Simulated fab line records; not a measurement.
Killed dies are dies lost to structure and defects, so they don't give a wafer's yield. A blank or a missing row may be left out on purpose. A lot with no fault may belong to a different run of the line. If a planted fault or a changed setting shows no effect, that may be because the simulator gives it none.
fab line records	flow n5Finfet
record: lots: 9	wafers: 27	lastDay: 19
route steps=1938 shown BEOL_M4@1111 MIM_TOP@1836 MIM_TOP_LITHO@1850 MIM_BOT_LITHO@1863 MIM_BOT_ETCH@1868 PASSIVATION@1936
lots that met no fault: taken from a fault-free run of the same line
startH: the number of hours between the record's first day and the start of the first shown wafer of the lot	waitH: time in hours since the lot's previous step	" unchanged from the row above	L1.1+2: a single row standing in for several wafers	- no value, or no start given	* or withheld: withheld	< > ~ a bound
route shown NAME@n: NAME is a module with steps in the file, n the number in the route of the first one	usual: average and standard deviation across the fault-free wafers	same: alike in all rows	chamber/n: place in a boat	sites: each site's reading	_std_site: standard deviation across them	_edge_site: mean of outer sites minus mean of inner sites	radiusMm: how far each site lies from the wafer's centre	mask NAME#n: copy n	behind: the tool/chamber that last shaped the wafer	hold: why the lot was held/for how many hours/how that ended	device: names the non-switching transistor (n, p or np)	end of line: the route-end tests of the same wafers	step lacking rows: just its recipe	killed: dies that structure and defects cost at the first sort, which is not the same as the wafer's yield	map: the dies of a wafer, with x for killed, . for not killed, _ for no die there
set.NAME: the setting the step ran with; set.NAME@STEP: the setting that earlier step ran with	model.NAME: the simulator's own value behind a step, which no gauge read
a sample of lots followed through the steps of the route, with each step as a table and each wafer as a row
services: from which hour (startH, from the record's first day; less than 0 if before it) a tool's chamber was out of use, for how many hours, and why
== steps ==
step: N5_BEOL_M4_RC_MEAS_101
usual: DIBL_N: 36.1/1.3	DIBL_P: 36.1/1.7	IOFF_N: 0.154/0.022	IOFF_P: 0.201/0.024	ION_N: 675/8.9	ION_P: 462/5.9	SS_N: 71.5/0.49	SS_P: 73.3/0.58	VT_N: 250.0/2.7	VT_P: -251.3/2.7
lot.wafer	tool	chamber	startH	waitH	DIBL_N[mV/V]	DIBL_P[mV/V]	IOFF_N[nA/um]	IOFF_P[nA/um]	ION_N[uA/um]	ION_P[uA/um]	SS_N[mV/dec]	SS_P[mV/dec]	VT_N[mV]	VT_P[mV]
L201.2	prober-01	0	170.57	0.2	36.8	37.7	0.168	0.185	678	452	72.2	73.7	250.7	-254.7
L201.4	"	0	"	"	36.0	36.4	0.146	0.172	662	452	71.3	73.7	251.7	-253.2
L201.5	"	0	"	"	37.6	38.3	0.165	0.184	676	448	72.1	73.5	250.3	-254.9
L204.3	prober-01	0	193.75	0.3	35.5	35.7	0.139	0.213	673	460	72.1	73.3	251.8	-249.5
L204.4	"	0	"	"	35.4	34.5	0.133	0.200	656	459	71.7	72.9	253.1	-248.3
L204.6	"	0	"	"	35.1	34.4	0.133	0.200	663	461	71.3	72.8	249.9	-248.9
L207.1	prober-01	0	227.34	0.0	35.2	35.5	0.131	0.189	672	461	71.0	73.0	251.7	-250.1
L207.3	"	0	"	"	36.0	35.5	0.134	0.192	668	463	71.3	72.4	250.1	-248.9
L207.4	"	0	"	"	36.5	36.9	0.146	0.214	676	465	71.0	73.2	249.3	-249.1
L212.3	prober-01	0	256.60	0.3	32.9	32.7	0.124	0.164	677	465	71.2	73.2	251.8	-253.6
L212.5	"	0	"	"	33.4	33.6	0.129	0.179	664	458	71.1	73.4	251.4	-254.2
L212.6	"	0	"	"	33.5	32.3	0.119	0.157	671	460	71.3	72.7	255.1	-254.7
L215.1	prober-01	0	262.90	0.0	36.7	38.5	0.165	0.205	672	457	72.0	73.8	250.8	-254.0
L215.2	"	0	"	"	37.5	40.4	0.185	0.235	682	459	71.9	74.1	251.0	-249.4
L215.4	"	0	"	"	35.5	37.5	0.140	0.195	654	449	71.7	73.5	254.2	-251.7
L214.3	prober-02	0	267.70	0.3	36.6	36.4	0.151	0.210	669	463	71.4	73.1	252.1	-252.0
L214.5	"	0	"	"	36.5	36.1	0.146	0.202	671	459	71.2	73.2	249.7	-251.8
L214.6	"	0	"	"	36.6	36.7	0.154	0.210	680	464	71.6	72.8	247.6	-253.2
L220.1	prober-01	0	293.85	0.0	36.3	37.0	0.169	0.199	683	464	71.6	73.0	247.2	-252.2
L220.2	"	0	"	"	36.2	36.7	0.165	0.196	672	453	71.1	73.2	248.2	-250.7
L220.5	"	0	"	"	37.9	38.0	0.194	0.216	690	465	71.3	73.8	245.6	-248.9
L221.1	prober-02	0	319.48	0.0	38.7	39.5	0.196	0.268	696	478	72.4	73.9	244.5	-245.7
L221.5	"	0	"	"	37.4	38.0	0.174	0.247	681	470	72.2	73.6	245.3	-248.8
L221.6	"	0	"	"	36.1	36.4	0.147	0.211	670	464	71.9	73.0	251.1	-247.4
L222.2	prober-01	0	322.61	0.2	35.0	35.5	0.129	0.156	667	456	71.1	73.3	251.5	-255.6
L222.5	"	0	"	"	35.0	36.1	0.136	0.168	678	460	71.8	72.9	249.9	-253.4
L222.6	"	0	"	"	35.9	36.4	0.141	0.169	677	462	72.3	73.3	250.5	-256.6
step: N5_MIM_TOP_ALD_02
recipe: material: Al2O3	targetThkA: *	tempC: withheld	aldPrecursorFamily: TMA	aldCoReactant: O3	pulseTimeS: withheld	purgeTimeS: 3	coReactantPurgeTimeS: withheld	coReactantPulseTimeS: 3	aldCycles: withheld
usual: precursorPulseHeightRel: 1.000/0.019
lot.wafer	tool	chamber	startH	waitH	precursorPulseHeightRel
L201.2	aldHk-01	3	-	-	0.999
L201.4	"	2	"	"	1.003
L201.5	"	1	"	"	0.993
L204.3	aldHk-02	0	-	-	1.014
L204.4	"	3	"	"	1.003
L204.6	"	2	"	"	1.014
L207.1	aldHk-02	3	-	-	1.008
L207.3	"	2	"	"	1.023
L207.4	"	1	"	"	0.954
L212.3	aldHk-03	2	-	-	0.982
L212.5	"	1	"	"	0.998
L212.6	"	0	"	"	1.055
L214.3	aldHk-02	3	-	-	0.998
L214.5	"	3	"	"	0.991
L214.6	"	2	"	"	0.999
L215.1	aldHk-03	1	-	-	0.992
L215.2	"	2	"	"	0.986
L215.4	"	0	"	"	1.002
L220.1	aldHk-02	1	-	-	0.971
L220.2	"	3	"	"	1.006
L220.5	"	0	"	"	1.011
L221.1	aldHk-02	1	-	-	1.019
L221.5	"	1	"	"	0.997
L221.6	"	2	"	"	0.979
L222.2	aldHk-02	3	-	-	0.986
L222.5	"	0	"	"	1.012
L222.6	"	3	"	"	0.986
step: N5_MIM_TOP_LITHO_DESCUM_10
recipe: chemistry: O2	timeS: 7.9	sourcePowerW: 50	biasPowerW: 20	pressureMtorr: 20	rfFrequencyHz: 2.712e+07	tempC: 40	o2FlowSccm: 225
usual: drypumpMotorCurrentA: 5.7/0.35	oesProductAu: 0.80/0.078	rfVppV: 243.0/1.4	showerheadPlenumPTorr: 2.09/0.076	throttleValvePct: 20.32/0.13
lot.wafer	tool	chamber	startH	waitH	drypumpMotorCurrentA	oesProductAu	rfHoursCounterH	rfVppV	showerheadPlenumPTorr	throttleValvePct
L201.2	rieDiel-01	3	261.84	0.1	6.4	0.89	44	242.0	2.04	20.24
L201.4	"	2	"	"	5.8	0.83	86	240.9	2.04	20.12
L201.5	"	2	"	"	5.8	0.83	-	240.4	2.04	20.11
L204.3	rieDiel-02	0	285.27	0.2	5.8	0.69	205	244.7	2.17	20.30
L204.4	"	3	"	"	5.2	0.70	-	245.1	2.16	20.34
L204.6	"	0	"	"	5.8	0.68	-	245.6	2.17	20.31
L207.1	rieDiel-01	2	322.68	0.2	5.7	0.80	104	242.3	2.04	20.14
L207.3	"	0	"	"	5.2	0.87	49	242.8	2.03	20.31
L207.4	"	3	"	"	6.4	0.86	61	240.8	2.04	20.27
L212.3	rieDiel-02	3	354.69	0.0	5.2	0.69	248	242.4	2.15	20.37
L212.5	"	0	"	"	5.9	0.68	-	243.7	2.16	20.31
L212.6	"	1	"	"	5.8	0.81	-	243.0	2.03	20.27
L214.3	rieDiel-06	0	359.51	0.0	5.3	0.76	116	244.0	2.20	20.46
L214.5	"	0	"	"	5.3	0.77	-	244.1	2.20	20.44
L214.6	"	3	"	"	6.2	0.91	-	244.6	2.23	20.24
L215.1	rieDiel-02	2	360.11	0.0	5.7	0.79	103	242.2	2.02	20.22
L215.2	"	3	"	"	5.2	0.68	250	244.6	2.15	20.37
L215.4	"	1	"	"	5.8	0.81	84	242.8	2.03	20.28
L220.1	rieDiel-01	0	389.62	0.0	5.2	0.83	73	242.6	2.02	20.35
L220.2	"	1	"	"	5.5	0.86	43	241.9	2.05	20.69
L220.5	"	0	"	"	5.2	0.84	-	243.2	2.02	20.35
L221.1	rieDiel-06	0	416.91	0.1	5.3	0.75	133	245.8	2.19	20.49
L221.5	"	2	"	"	5.7	0.80	-	242.5	2.01	20.30
L221.6	"	0	"	"	5.3	0.74	-	244.3	2.20	20.48
L222.2	rieDiel-01	2	431.51	0.5	5.7	0.76	146	242.5	2.02	20.20
L222.5	"	0	"	"	5.2	0.84	-	242.4	2.02	20.36
L222.6	"	3	"	"	6.4	0.81	-	242.2	2.02	20.33
step: N5_MIM_BOT_LITHO_OVL_MEAS_11
recipe: pointsPerWafer: 44
usual: MIM_BOT_OVL: 3/5.3
lot.wafer	tool	chamber	startH	waitH	MIM_BOT_OVL[nm]
L201.2	overlay-02	0	262.52	0.0	10
L201.4	"	0	"	"	2
L201.5	"	0	"	"	0
L204.3	overlay-02	0	286.18	0.0	-4
L204.4	"	0	"	"	4
L204.6	"	0	"	"	-1
L207.1	overlay-01	0	323.48	0.0	-3
L207.3	"	0	"	"	2
L207.4	"	0	"	"	-10
L212.3	overlay-02	0	355.51	0.0	7
L212.5	"	0	"	"	-4
L212.6	"	0	"	"	1
L214.3	overlay-01	0	360.37	0.0	-7
L214.5	"	0	"	"	0
L214.6	"	0	"	"	4
L215.1	overlay-01	0	360.91	0.0	-3
L215.2	"	0	"	"	-2
L215.4	"	0	"	"	0
L220.1	overlay-01	0	390.42	0.0	4
L220.2	"	0	"	"	1
L220.5	"	0	"	"	-1
L221.1	overlay-01	0	417.71	0.0	10
L221.5	"	0	"	"	9
L221.6	"	0	"	"	13
L222.2	overlay-01	0	432.19	0.0	4
L222.5	"	0	"	"	5
L222.6	"	0	"	"	9
step: N5_MIM_BOT_ETCH_ETCH_00
recipe: chemistry: Cl2/BCl3	target: TiN	targetDepthA: 455	ionEnergyEv: 150	pressureMtorr: 10	icpW: 1000	biasW: 126	Cl2_flow_sccm: 53.25	bcl3FlowSccm: 21.75	Ar_flow_sccm: 25
usual: drypumpMotorCurrentA: 5.7/0.37	oes_ar_750_au: 0.78/0.086	oesProductAu: 0.78/0.089	rfFwdPowerW: 994/3	throttleValvePct: 21.93/0.29
lot.wafer	tool	chamber	startH	waitH	drypumpMotorCurrentA	oes_ar_750_au	oesProductAu	rfFwdPowerW	rfHoursCounterH	throttleValvePct
L201.2	rieMetal-03	0	262.83	0.1	6.3	0.75	0.77	998	50	22.08
L201.4	"	1	"	"	5.4	0.89	0.91	996	-	21.51
L201.5	"	0	"	"	6.3	0.75	0.76	998	-	22.08
L204.3	rieMetal-03	1	286.53	0.1	5.4	0.88	0.89	991	-	21.50
L204.4	"	0	"	"	6.3	0.74	0.76	991	-	22.10
L204.6	"	0	"	"	6.2	0.74	0.75	994	-	22.07
L207.1	rieMetal-02	0	323.78	0.1	5.3	0.90	0.91	993	6	21.78
L207.3	"	1	"	"	5.9	0.70	0.71	990	-	22.16
L207.4	"	0	"	"	5.3	0.91	0.92	992	-	21.77
L212.3	rieMetal-01	1	355.85	0.1	5.5	0.75	0.75	993	-	22.40
L212.5	"	0	"	"	6.0	0.68	0.68	996	-	21.80
L212.6	"	1	"	"	5.5	0.75	0.75	994	-	22.39
L214.3	rieMetal-01	0	360.71	0.1	6.0	0.49	0.57	753	-	22.02
L214.5	"	1	"	"	5.4	0.54	0.63	754	-	22.60
L214.6	"	0	"	"	5.9	0.49	0.57	752	-	22.00
L215.1	rieMetal-01	0	361.21	0.1	6.0	0.49	0.58	753	84	22.00
L215.2	"	1	"	"	5.5	0.54	0.64	754	52	22.58
L215.4	"	0	"	"	6.0	0.49	0.58	755	-	21.99
L220.1	rieMetal-03	1	390.91	0.1	5.4	0.84	0.84	995	22	21.52
L220.2	"	0	"	"	6.3	0.73	0.73	995	62	22.12
L220.5	"	0	"	"	6.3	0.72	0.73	998	-	22.11
L221.1	rieMetal-03	0	418.01	0.1	6.2	0.71	0.73	993	65	22.12
L221.5	"	0	"	"	6.2	0.72	0.73	994	-	22.12
L221.6	"	1	"	"	5.4	0.83	0.84	998	-	21.53
L222.2	rieMetal-03	1	432.83	0.1	5.4	0.84	0.83	994	25	21.56
L222.5	"	0	"	"	6.3	0.72	0.72	995	-	22.14
L222.6	"	1	"	"	5.4	0.83	0.83	989	-	21.55
step: N5_PASSIVATION_PROBE_49
usual: defectLimitedYield: 90.9/1.3	killed_at_M0_to_M3: 35/10	killed_at_M4_up: 15/5.7	killedAtContacts: 14/6.4	killedAtFrontEnd: 40/11	killedAtOther: 4/3.1	killedDies: 108/16	killedOpen: 71/11	killedShort: 34/7.7	sort_bin_5_function: 5.4/0.9	sort_bin_6_memory: 3.4/0.61	sortNPass: 1072/16	sortYieldPct: 90.9/1.3
same: grossDies: 1180	killedAtBackSide: 0	sort_bin_4_leakage[%]: 0	sort_bin_8_speed[%]: 0
lot.wafer	tool	chamber	startH	waitH	defectLimitedYield[%]	killed_at_M0_to_M3	killed_at_M4_up	killedAtContacts	killedAtFrontEnd	killedAtOther	killedDies	killedOpen	killedShort	sort_bin_5_function[%]	sort_bin_6_memory[%]	sortNPass	sortYieldPct[%]
L215.1	prober-01	-	369.59	0.0	63.9	39	16	10	33	328	426	67	34	32.6	3.0	754	63.9
L215.2	prober-01	-	369.64	0.1	90.4	31	14	16	32	20	113	61	35	7.0	2.3	1067	90.4
L215.4	prober-01	-	369.74	0.2	77.5	50	12	6	29	169	266	75	24	19.1	3.5	914	77.5
L214.3	prober-01	-	375.15	0.1	59.0	28	14	9	20	413	484	48	26	38.6	2.3	696	59.0
L214.5	prober-01	-	375.25	0.2	87.3	43	11	12	28	56	150	68	29	8.5	4.0	1030	87.3
L214.6	prober-01	-	375.30	0.3	69.3	34	16	20	32	260	362	76	26	27.9	2.7	818	69.3
killed by level:class
L215.1 MIM_BOT_ETCH:areaEtch=323 MOL_CONTACT_COAG:geometricParticle:open=10 BEOL_M0_SAQP:geometricParticle:open=8 BEOL_M2:geometricParticle:open=8 FIN_SAQP:geometricParticle:open=7 GATE_CUT:geometricParticle:short=7 BEOL_M1:geometricParticle:open=5 GATE_CUT:geometricParticle:open=5
L215.2 MIM_BOT_ETCH:areaEtch=17 MOL_CONTACT_COAG:geometricParticle:open=14 FIN_SAQP:geometricParticle:open=7 FIN_SAQP:geometricParticle:short=7 BEOL_M0_SAQP:geometricParticle:open=7 BEOL_M0_SAQP:geometricParticle:short=6 BEOL_M4:geometricParticle:open=6 BEOL_M0:geometricParticle:open=5
L215.4 MIM_BOT_ETCH:areaEtch=164 BEOL_M2:geometricParticle:open=18 BEOL_M1:geometricParticle:open=9 BEOL_M0_SAQP:geometricParticle:short=8 FIN_SAQP:geometricParticle:open=6 DUMMY_GATE:geometricParticle:open=6 STI_FIN_REVEAL:geometricParticle:open=5 BEOL_M0_SAQP:geometricParticle:open=5
L214.3 MIM_BOT_ETCH:areaEtch=410 BEOL_M2:geometricParticle:open=9 MOL_CONTACT_COAG:geometricParticle:open=8 BEOL_M1:geometricParticle:open=5 STI_FIN_REVEAL:geometricParticle:open=4 BEOL_M0_SAQP:geometricParticle:open=4 BEOL_M3:geometricParticle:open=4 STARTING-WAFER:geometricParticle:short=4
L214.5 MIM_BOT_ETCH:areaEtch=52 MOL_CONTACT_COAG:geometricParticle:open=11 BEOL_M1:geometricParticle:open=9 BEOL_M2:geometricParticle:open=9 BEOL_M3:geometricParticle:open=8 STI_FIN_REVEAL:geometricParticle:open=7 BEOL_M0_SAQP:geometricParticle:short=6 DUMMY_GATE:geometricParticle:open=5
L214.6 MIM_BOT_ETCH:areaEtch=259 MOL_CONTACT_COAG:geometricParticle:open=15 STI_FIN_REVEAL:geometricParticle:open=10 BEOL_M4:geometricParticle:open=9 BEOL_M1:geometricParticle:open=7 BEOL_M2:geometricParticle:open=7 BEOL_M3:geometricParticle:open=7 FIN_SAQP:geometricParticle:short=6
== services ==
tool	chamber	startH	hours	kind
rieDiel-01	1	240.61	-	clean
rieDiel-01	1	240.61	-	consumableReplace:focusRing
rieDiel-01	1	240.61	16.8	scheduledDown
rieDiel-01	1	240.61	16.8	ventCycle
rieMetal-03	-	265.67	0.1	repair
rieDiel-02	2	281.00	6.7	repair
rieMetal-02	-	291.07	2.8	pm
aldHk-01	-	304.61	84.0	repair
rieDiel-01	2	307.95	1.8	repair
aldHk-03	-	320.60	1.1	repair
rieMetal-01	0	342.08	12.0	repair
aldHk-02	-	352.75	0.5	repair
rieDiel-06	0	360.39	6.0	repair
rieDiel-02	3	362.31	-	clean
rieDiel-02	3	362.31	-	consumableReplace:focusRing
rieDiel-02	3	362.31	18.8	scheduledDown
rieDiel-02	3	362.31	18.8	ventCycle
rieDiel-01	1	371.83	1.8	repair
rieMetal-02	1	399.27	14.8	repair
rieDiel-01	0	411.27	16.4	repair
rieDiel-02	0	415.29	-	clean
rieDiel-02	0	415.29	-	consumableReplace:focusRing
rieMetal-03	-	420.48	2.8	pm
rieDiel-06	2	430.04	6.1	repair
== key ==
firstSign: step: N5_MIM_BOT_ETCH_ETCH_00	reading: rfFwdPowerW	direction: down	sigmas: 80	usual: *	struck: *
effect: step: N5_MIM_BOT_ETCH_ETCH_00	reading: oes_ar_750_au	direction: down	sigmas: 3.2	usual: 0.78	struck: 0.51
effect: step: N5_PASSIVATION_PROBE_49	reading: killedAtOther	direction: up	sigmas: 66	usual: 4	struck: 208
moreKillsBornAt: N5_MIM_BOT_ETCH_ETCH_00@rieMetal-01: 1225
metAt N5_MIM_BOT_ETCH_ETCH_00
struckLots L214,L215
notActingAt N5_MIM_TOP_ALD_02,N5_MIM_TOP_LITHO_DESCUM_10,N5_MIM_BOT_LITHO_OVL_MEAS_11
onsetBetween 355.85 360.71
fault: kind: processParameterDrift	tool: rieMetal-01	chamber: -	onsetH: 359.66	steps: N5_MIM_BOT_ETCH_ETCH_00	channel: icpW	offset: -240	shape: step	endH: 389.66	actsIn: theseRecipesOnly	stated: 1000
